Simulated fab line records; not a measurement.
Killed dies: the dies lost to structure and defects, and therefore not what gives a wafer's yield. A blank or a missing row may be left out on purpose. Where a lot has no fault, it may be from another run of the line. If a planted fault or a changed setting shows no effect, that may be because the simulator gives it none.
The tool behind it: which one? :: flow nand harc :: 39 wafers from 13 lots sampled at 5 of the route's 1302 steps

## WHAT THE GAUGES READ, wafer by wafer
NHARC_P_CONTACT_OVL_MEAS_13. Usual: overlay x nm -0.4 nm, standard deviation 0.9; overlay y nm 0.3 nm, standard deviation 0.83.
lot: L805
measured: day 6 14:44
on: overlay-02
overlay x nm (nm): -2.1 -2.0 -1.8
overlay y nm (nm): -1.5 -1.3 -1.2
flag: 

lot: L806
measured: day 7 02:06
on: overlay-01
overlay x nm (nm): 0.7 0.8 0.2
overlay y nm (nm): 0.0 0.0 0.3
flag: 

lot: L807
measured: day 7 10:22
on: overlay-02
overlay x nm (nm): -1.3 -0.8 -0.2
overlay y nm (nm): 0.1 -0.7 -0.5
flag: 

lot: L809
measured: day 8 08:14
on: overlay-01
overlay x nm (nm): 0.5 1.2 1.2
overlay y nm (nm): -0.6 -0.6 -0.2
flag: 

lot: L811
measured: day 9 11:21
on: overlay-02
overlay x nm (nm): -0.5 -0.5 0.0
overlay y nm (nm): -0.3 -0.2 -0.3
flag: 

lot: L818
measured: day 12 01:21
on: overlay-02
overlay x nm (nm): -1.0 -1.3 -1.2
overlay y nm (nm): -0.8 -0.9 -0.9
flag: 

lot: L817
measured: day 12 03:38
on: overlay-02
overlay x nm (nm): -1.0 -0.8 -1.6
overlay y nm (nm): -0.3 0.1 0.2
flag: 

lot: L820
measured: day 12 19:02
on: overlay-01
overlay x nm (nm): 0.7 1.4 1.1
overlay y nm (nm): 0.3 0.3 0.8
flag: 

lot: L821
measured: day 13 13:10
on: overlay-01
overlay x nm (nm): -1.2 -1.2 -1.3
overlay y nm (nm): 0.1 0.6 0.1
flag: 

lot: L822
measured: day 13 17:21
on: overlay-01
overlay x nm (nm): -0.9 -0.5 -0.5
overlay y nm (nm): 1.0 1.5 0.8
flag: 

lot: L823
measured: day 14 05:11
on: overlay-02
overlay x nm (nm): 0.2 0.6 0.2
overlay y nm (nm): 0.3 -0.6 0.7
flag: 

lot: L824
measured: day 14 13:17
on: overlay-02
overlay x nm (nm): -0.3 -0.2 0.1
overlay y nm (nm): 1.2 1.1 0.6
flag: 

lot: L825
measured: day 15 02:20
on: overlay-02
overlay x nm (nm): -0.3 -0.6 -0.4
overlay y nm (nm): 1.6 1.6 1.8
flag: 

NHARC_END_SORT_01. Usual: killed at array 58, standard deviation 18; killed at other 1.0, standard deviation 1.5; killed at periphery 4, standard deviation 3.1; killed dies 64, standard deviation 18; killed open 3.4, standard deviation 1.9; killed short 2.7, standard deviation 1.7.
lot: L805
measured: day 25 17:06
on: prober-02
killed at array: 43 49 36
killed at other: 1 0 2
killed at periphery: 13 9 4
killed dies: 57 58 42
killed open: 7 4 1
killed short: 1 4 1
flag: 

lot: L809
measured: day 27 04:52
on: prober-01
killed at array: 86 90 92
killed at other: 1 1 0
killed at periphery: 1 0 0
killed dies: 88 91 92
killed open: 2 1 2
killed short: 0 3 0
flag: 

lot: L818
measured: day 30 08:23
on: prober-01
killed at array: 54
killed at other: 1
killed at periphery: 4
killed dies: 59
killed open: 1
killed short: 1
flag: 

## WHAT TOOL EACH LOT RAN ON (gives the tool, then ch and the chambers of the sampled wafers, and finally the start)
lot: L805
NHARC_P_CONTACT_DEP_30: pecvd-02 ch 1,2, day 6 13:07
NHARC_P_CONTACT_ETCH_31: rie diel-08 ch 0,1,2, day 6 15:34
NHARC_P_CONTACT_CMP_24: cmp-03 ch 0,2, day 6 17:30

lot: L806
NHARC_P_CONTACT_DEP_30: pecvd-01 ch 0,2, day 7 00:28
NHARC_P_CONTACT_ETCH_31: rie diel-10 ch 0,1, day 7 02:56
NHARC_P_CONTACT_CMP_24: cmp-01 ch 0,2,3, day 7 04:53

lot: L807
NHARC_P_CONTACT_DEP_30: pecvd-02 ch 0,1, day 7 08:45
NHARC_P_CONTACT_ETCH_31: rie diel-08 ch 0,3, day 7 11:13
NHARC_P_CONTACT_CMP_24: cmp-02 ch 0,1,3, day 7 13:11

lot: L809
NHARC_P_CONTACT_DEP_30: pecvd-02 ch 0,1, day 8 06:46
NHARC_P_CONTACT_ETCH_31: rie diel-08 ch 1,2,3, day 8 09:05
NHARC_P_CONTACT_CMP_24: cmp-01 ch 1,2, day 8 11:00

lot: L811
NHARC_P_CONTACT_DEP_30: pecvd-03 ch 0,1,2, day 9 09:53
NHARC_P_CONTACT_ETCH_31: rie diel-08 ch 0,2, day 9 12:12
NHARC_P_CONTACT_CMP_24: cmp-02 ch 0,3, day 9 14:15

lot: L818
NHARC_P_CONTACT_DEP_30: pecvd-02 ch 1,2, day 11 23:46
NHARC_P_CONTACT_ETCH_31: rie diel-08 ch 0,1,3, day 12 02:13
NHARC_P_CONTACT_CMP_24: cmp-03 ch 1,2,3, day 12 04:11

lot: L817
NHARC_P_CONTACT_DEP_30: pecvd-01 ch 1,2, day 12 02:13
NHARC_P_CONTACT_ETCH_31: rie diel-10 ch 0,2, day 12 04:29
NHARC_P_CONTACT_CMP_24: cmp-03 ch 1,3, day 12 06:27

lot: L820
NHARC_P_CONTACT_DEP_30: pecvd-01 ch 0,1, day 12 17:32
NHARC_P_CONTACT_ETCH_31: rie diel-08 ch 0,1, day 12 19:53
NHARC_P_CONTACT_CMP_24: cmp-03 ch 0,1, day 12 21:52

lot: L821
NHARC_P_CONTACT_DEP_30: pecvd-02 ch 0,1,2, day 13 11:38
NHARC_P_CONTACT_ETCH_31: rie diel-10 ch 2,3, day 13 14:02
NHARC_P_CONTACT_CMP_24: cmp-03 ch 0,2,3, day 13 16:07

lot: L822
NHARC_P_CONTACT_DEP_30: pecvd-02 ch 0,1, day 13 15:46
NHARC_P_CONTACT_ETCH_31: rie diel-10 ch 1,2,3, day 13 18:12
NHARC_P_CONTACT_CMP_24: cmp-02 ch 1,2,3, day 13 20:08

lot: L823
NHARC_P_CONTACT_DEP_30: pecvd-02 ch 0,2, day 14 03:34
NHARC_P_CONTACT_ETCH_31: rie diel-10 ch 0,1,3, day 14 06:02
NHARC_P_CONTACT_CMP_24: cmp-02 ch 0,1,3, day 14 08:00

lot: L824
NHARC_P_CONTACT_DEP_30: pecvd-02 ch 0,1,2, day 14 11:43
NHARC_P_CONTACT_ETCH_31: rie diel-06 ch 0,2, day 14 14:08
NHARC_P_CONTACT_CMP_24: cmp-02 ch 1,2, day 14 16:04

lot: L825
NHARC_P_CONTACT_DEP_30: pecvd-01 ch 0,1,2, day 15 00:55
NHARC_P_CONTACT_ETCH_31: rie diel-10 ch 0,1,3, day 15 03:16
NHARC_P_CONTACT_CMP_24: cmp-02 ch 0,1, day 15 05:16
- NHARC_P_CONTACT_DEP_30: deposits SiNx, target thk 30 nm.
- NHARC_P_CONTACT_ETCH_31: etches the open film in CH3F/O2, target depth 30 nm, time 85.7 s.
- NHARC_P_CONTACT_CMP_24: polishes, t overpolish 30 s, target thk 200 nm.

## WHAT THE TOOLS THEMSELVES READ (means of the sampled wafers that have a number; where no wafer has one, the mark that the record gives instead)
NHARC_P_CONTACT_DEP_30. Usual: heater power outer w 386 W, standard deviation 51; heater power w 656 W, standard deviation 75.
lot: L805
tool: pecvd-02
heater power outer w (W): 398
heater power w (W): 680
flag: 

lot: L806
tool: pecvd-01
heater power outer w (W): 410
heater power w (W): 672
flag: 

lot: L807
tool: pecvd-02
heater power outer w (W): 402
heater power w (W): 696
flag: 

lot: L809
tool: pecvd-02
heater power outer w (W): 418
heater power w (W): 705
flag: 

lot: L811
tool: pecvd-03
heater power outer w (W): 355
heater power w (W): 631
flag: 

lot: L818
tool: pecvd-02
heater power outer w (W): 383
heater power w (W): 664
flag: 

lot: L817
tool: pecvd-01
heater power outer w (W): 408
heater power w (W): 685
flag: 

lot: L820
tool: pecvd-01
heater power outer w (W): 409
heater power w (W): 691
flag: 

lot: L821
tool: pecvd-02
heater power outer w (W): 338
heater power w (W): 599
flag: 

lot: L822
tool: pecvd-02
heater power outer w (W): 357
heater power w (W): 597
flag: 

lot: L823
tool: pecvd-02
heater power outer w (W): 328
heater power w (W): 561
flag: 

lot: L824
tool: pecvd-02
heater power outer w (W): 330
heater power w (W): 578
flag: 

lot: L825
tool: pecvd-01
heater power outer w (W): 432
heater power w (W): 722
flag: 

NHARC_P_CONTACT_ETCH_31. Usual: drypump motor current A 5.8 A, standard deviation 0.35; oes product au 0.981 a.u., standard deviation 0.013; rf vpp V 245.2 V, standard deviation 1.6; showerhead plenum p Torr 2.52 Torr, standard deviation 0.1; throttle valve pct 20.664 %, standard deviation 0.009.
lot: L805
tool: rie diel-08
drypump motor current A (A): 5.8
oes product au (a.u.): 0.983
rf vpp V (V): 244.4
showerhead plenum p Torr (Torr): 2.51
throttle valve pct (%): 20.667
flag: 

lot: L806
tool: rie diel-10
drypump motor current A (A): 5.8
oes product au (a.u.): 0.999
rf vpp V (V): 245.9
showerhead plenum p Torr (Torr): 2.61
throttle valve pct (%): 20.669
flag: 

lot: L807
tool: rie diel-08
drypump motor current A (A): 5.8
oes product au (a.u.): 0.985
rf vpp V (V): 245.2
showerhead plenum p Torr (Torr): 2.58
throttle valve pct (%): 20.669
flag: 

lot: L809
tool: rie diel-08
drypump motor current A (A): 5.7
oes product au (a.u.): 0.824
rf vpp V (V): 244.0
showerhead plenum p Torr (Torr): 2.47
throttle valve pct (%): 20.673
flag: OFF

lot: L811
tool: rie diel-08
drypump motor current A (A): 5.7
oes product au (a.u.): 0.835
rf vpp V (V): 243.7
showerhead plenum p Torr (Torr): 2.41
throttle valve pct (%): 20.656
flag: OFF

lot: L818
tool: rie diel-08
drypump motor current A (A): 5.8
oes product au (a.u.): 0.978
rf vpp V (V): 245.7
showerhead plenum p Torr (Torr): 2.58
throttle valve pct (%): 20.659
flag: 

lot: L817
tool: rie diel-10
drypump motor current A (A): 6.0
oes product au (a.u.): 0.988
rf vpp V (V): 244.8
showerhead plenum p Torr (Torr): 2.50
throttle valve pct (%): 20.661
flag: 

lot: L820
tool: rie diel-08
drypump motor current A (A): 5.9
oes product au (a.u.): 0.970
rf vpp V (V): 246.4
showerhead plenum p Torr (Torr): 2.62
throttle valve pct (%): 20.661
flag: 

lot: L821
tool: rie diel-10
drypump motor current A (A): 5.5
oes product au (a.u.): 0.966
rf vpp V (V): 244.7
showerhead plenum p Torr (Torr): 2.48
throttle valve pct (%): 20.659
flag: 

lot: L822
tool: rie diel-10
drypump motor current A (A): 5.7
oes product au (a.u.): 0.981
rf vpp V (V): 244.3
showerhead plenum p Torr (Torr): 2.51
throttle valve pct (%): 20.663
flag: 

lot: L823
tool: rie diel-10
drypump motor current A (A): 5.6
oes product au (a.u.): 0.989
rf vpp V (V): 246.4
showerhead plenum p Torr (Torr): 2.57
throttle valve pct (%): 20.665
flag: 

lot: L824
tool: rie diel-06
drypump motor current A (A): 5.9
oes product au (a.u.): 0.984
rf vpp V (V): 244.3
showerhead plenum p Torr (Torr): 2.44
throttle valve pct (%): 20.659
flag: 

lot: L825
tool: rie diel-10
drypump motor current A (A): 5.6
oes product au (a.u.): 0.982
rf vpp V (V): 245.7
showerhead plenum p Torr (Torr): 2.57
throttle valve pct (%): 20.665
flag: 

NHARC_P_CONTACT_CMP_24. Usual: motor current A 11.2 A, standard deviation 1.1; overpolish run s 30.001 s, standard deviation 0.0093; time to endpoint s 40.3 s, standard deviation 2.5.
lot: L805
tool: cmp-03
motor current A (A): 11.8
overpolish run s (s): 30.006
time to endpoint s (s): 38.9
flag: 

lot: L806
tool: cmp-01
motor current A (A): 11.8
overpolish run s (s): 30.003
time to endpoint s (s): 40.2
flag: 

lot: L807
tool: cmp-02
motor current A (A): 10.5
overpolish run s (s): 30.001
time to endpoint s (s): 37.4
flag: 

lot: L809
tool: cmp-01
motor current A (A): 12.5
overpolish run s (s): 30.008
time to endpoint s (s): 38.3
flag: 

lot: L811
tool: cmp-02
motor current A (A): 10.2
overpolish run s (s): 30.002
time to endpoint s (s): 37.8
flag: 

lot: L818
tool: cmp-03
motor current A (A): 11.7
overpolish run s (s): 30.001
time to endpoint s (s): 41.2
flag: 

lot: L817
tool: cmp-03
motor current A (A): 10.7
overpolish run s (s): 30.001
time to endpoint s (s): 41.9
flag: 

lot: L820
tool: cmp-03
motor current A (A): 10.7
overpolish run s (s): 29.996
time to endpoint s (s): 41.3
flag: 

lot: L821
tool: cmp-03
motor current A (A): 11.7
overpolish run s (s): 29.997
time to endpoint s (s): 41.1
flag: 

lot: L822
tool: cmp-02
motor current A (A): 11.0
overpolish run s (s): 30.004
time to endpoint s (s): 43.9
flag: 

lot: L823
tool: cmp-02
motor current A (A): 10.6
overpolish run s (s): 29.996
time to endpoint s (s): 39.8
flag: 

lot: L824
tool: cmp-02
motor current A (A): 11.7
overpolish run s (s): 30.014
time to endpoint s (s): 41.9
flag: 

lot: L825
tool: cmp-02
motor current A (A): 10.4
overpolish run s (s): 30.006
time to endpoint s (s): 39.1
flag: 

## THE ANSWER, worked out from the rows above alone
Rule: lot off if the mean of its wafers having a number is beyond 3 standard deviations from the usual mean. Also off: a lot with no number at a reading for which 4 or more lots have one. Any other lot the step has rows for is counted as sound. The gauges are gone through in route order, then the tools' own readings, and for those a lot's mean is taken as printed above. At the first step where some lot is off, the reading lying furthest off is the one used; lots without a number count as furthest.
Off: L809, L811, at NHARC_P_CONTACT_ETCH_31 (oes product au).
If a tool, at that step or one of the process steps before it, ran each lot that is off and ran no sound lot following the first of them, it fits. Not one of the candidates tried fits.

## WHAT THE SIMULATOR HAD PUT IN
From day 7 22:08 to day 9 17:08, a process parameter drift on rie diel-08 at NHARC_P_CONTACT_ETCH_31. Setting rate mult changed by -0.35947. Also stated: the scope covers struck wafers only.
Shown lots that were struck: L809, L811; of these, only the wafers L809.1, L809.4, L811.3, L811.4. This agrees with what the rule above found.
